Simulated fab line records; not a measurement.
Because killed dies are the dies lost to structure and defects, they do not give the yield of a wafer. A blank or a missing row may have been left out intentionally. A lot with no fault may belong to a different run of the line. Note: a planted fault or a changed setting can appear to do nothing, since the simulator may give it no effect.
A lot that was struck, set against a sound lot + flow n5Finfet + 19 steps out of a route of 1938
Sound: these wafers, L324.3, L324.5, L324.6. Wafers struck: L326.2, L326.3, L326.4. The cause is named last.
For every step that has rows: the tool of each side, followed by ch and its chambers, followed by its first start. Under that, the readings that differ: sound wafers + struck wafers + difference of the means + sigmas: that difference in standard deviations of wafers without a fault.
alike: readings whose means differ by less than 2 such deviations, and words and numbers that are the same on both sides. not compared: withheld readings, readings that some wafer has no value for, bounds like >300 that may hide the same value, and numbers for which the record gives no deviation and whose values overlap.
A row with sigmas, a row that says differs or no value, or rows on one side alone: a step with any of these is where the two part. When numbers do not overlap yet have no deviation, they are printed without sigmas and do not part them. A reading that every wafer of one side lacks parts them only if that side has two wafers or more.

N5_BEOL_M7_RS_MEAS_57: uses a four-point probe to measure.
  sound: filmMetro-02 at day 11 00:31; struck: filmMetro-01 at day 11 21:06
  alike: M7_RS
N5_BEOL_M7_INSPECT_58: inspects for defects (darkfield).
  sound: defectInspect-02 at day 11 00:32; struck: defectInspect-01 at day 11 21:08
  alike: rawDefectCount
N5_BEOL_M8_ILD_DEP_00: deposits SiCOH lowk from DEMS/porogen, target thk 179.75 nm, time 33.4 s.
  sound on pecvd-01 ch 0,1, day 11 00:34; struck on pecvd-04 ch 0,1,2, day 11 21:10
  alike: heaterPowerW, showerheadPlenumPTorr, throttleValvePct
N5_BEOL_M8_CURE_74: cures SiCOH lowk, time 240 s.
  sound on uvCure-01 ch 1, day 11 00:47; struck on uvCure-02 ch 0, day 11 21:19
  alike: lampPowerPct, wafer_temp_C_max
N5_BEOL_M8_THK_MEAS_01:
  sound: filmMetro-01 at day 11 01:08; struck: filmMetro-02 at day 11 21:44
  alike: M8_ILD_THK
N5_BEOL_M8_PECVD_70: deposits SiO2 from TEOS/O2, target thk 20 nm, time 22.7 s.
  sound on pecvd-03 ch 0,1, day 11 01:11; struck on pecvd-04 ch 0,1,2, day 11 21:47
  alike: heaterPowerW, showerheadPlenumPTorr, throttleValvePct
N5_BEOL_M8_HM_DEP_02: deposits TiN, target thk 20 nm.
  sound: pvdSputter-03 at day 11 01:34; struck: pvdSputter-02 at day 11 22:34
  alike: throttleValvePct
then, 5 steps without rows for these wafers: N5_BEOL_M8_COAT_59 (time 60 s, resist thk 100 nm); N5_BEOL_M8_COAT_60 (time 60 s, resist thk 35 nm); N5_BEOL_M8_COAT_05 (resist thk 90 nm); N5_BEOL_M8_EBR_07; N5_BEOL_M8_SOFTBAKE_06 (time 60 s).
N5_BEOL_M8_EXPOSE_08: exposes mask M8.
  sound on arfiScanner-02 ch 0, day 11 01:49; struck on arfiScanner-02 ch 0, day 11 22:49
| reading                       | sound          | struck         | difference | sigmas |
|-------------------------------|----------------|----------------|------------|--------|
| model.BEOL_M8.overlayXNm (nm) | -0.6 -0.6 -0.6 | 11.8 11.8 11.8 | +12.4      |        |
  alike: mask
then, 2 steps without rows for these wafers: N5_BEOL_M8_PEB_09 (peb time 60 s); N5_BEOL_M8_DEVELOP_10 (develop time 30 s).
N5_BEOL_M8_CD_MEAS_11: target cd 38.5 nm.
  sound on cdSem-02 ch 0, day 11 01:56; struck on cdSem-02 ch 0, day 11 22:56
  alike: cdNm
N5_BEOL_M8_OVL_MEAS_12:
  sound on overlay-01 ch 0, day 11 01:58; struck on overlay-01 ch 0, day 11 22:58
| reading     | sound          | struck         | difference | sigmas |
|-------------|----------------|----------------|------------|--------|
| M8_OVL (nm) | -1.4 -1.2 -0.7 | 11.1 11.1 11.8 | +12.4      | +16    |
N5_BEOL_M8_INSPECT_13: inspects for defects (brightfield).
  sound: defectInspect-02 at day 11 01:59; struck: defectInspect-02 at day 11 23:00
  alike: rawDefectCount
-- a jump in the record: the struck wafers' starts before and after are 3 days apart (it breaks off in module BEOL_M8 and resumes in module PASSIVATION, where the first step shown is number 1936 of the route) --
N5_PASSIVATION_PROBE_49:
  sound: prober-02 at day 14 18:53; struck: prober-02 at day 15 02:50
  alike: defectLimitedYield, killed_at_M0_to_M3, killed_at_M4_up, killedAtContacts, killedAtFrontEnd, killedAtOther, killedDies, killedOpen, killedShort, sort_bin_5_function, sort_bin_6_memory, sortNPass, sortYieldPct

WHERE THEY PART
Only at N5_BEOL_M8_OVL_MEAS_12, as far as this record shows. Later steps at which nothing parts them and some readings are alike: N5_BEOL_M8_INSPECT_13, N5_PASSIVATION_PROBE_49.

WHY: what had been put in by the simulator
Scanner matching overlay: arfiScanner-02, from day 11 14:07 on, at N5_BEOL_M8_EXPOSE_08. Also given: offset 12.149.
